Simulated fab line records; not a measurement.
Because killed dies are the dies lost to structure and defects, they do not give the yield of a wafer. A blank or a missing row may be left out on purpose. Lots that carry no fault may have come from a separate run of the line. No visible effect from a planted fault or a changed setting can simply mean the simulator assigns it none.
Chamber matching    flow nand_harc    NHARC_P_M2_PRE_CLEAN_32 on pecvd-03 has 3 sister chambers
The step time 12 s. 6 wafers are shown with their chamber, then 8 later ones without.

== WAFERS PAIRED WITH THEIR CHAMBERS ==
wafer   chamber  heater_power_w (W)
L083.3  1        617
L083.6  2        483
L087.1  0        759
L087.3  1        669
L087.4  2        510
L089.2  0        714

== WAFERS WHOSE CHAMBER IS MISSING ==
wafer   heater_power_w (W)
L089.3  683
L089.6  686
L090.3  684
L090.5  665
L090.6  687
L096.1  734
L096.4  655
L096.5  506

== CHAMBER TAKEN BY EACH ==
wafer   from the rows above      in truth
L089.3  can't be placed: 1 or 0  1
L089.6  can't be placed: 1 or 0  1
L090.3  can't be placed: 1 or 0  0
L090.5  can't be placed: 1 or 0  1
L090.6  can't be placed: 1 or 0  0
L096.1  0                        0
L096.4  1                        1
L096.5  2                        2
Correctly placed: 3 of 8. Cannot be placed on the basis of these rows: 5; the candidates contain the true chamber in 5. Number placed wrongly: 0.
How it was worked out, from the rows above alone: a wafer's distance from a chamber is the root of the sum, over the readings, of the square of ((its reading less the chamber's mean) divided by the reading's scatter). If the next closest chamber is less than 2 further off than the closest, the wafer can't be placed; otherwise it belongs to the closest. A chamber's mean is the mean of its shown wafers. How the scatter is found: for the shown wafers, subtract from each reading the mean of its chamber, square and add these, divide the total by (wafers less chambers), then take the root.
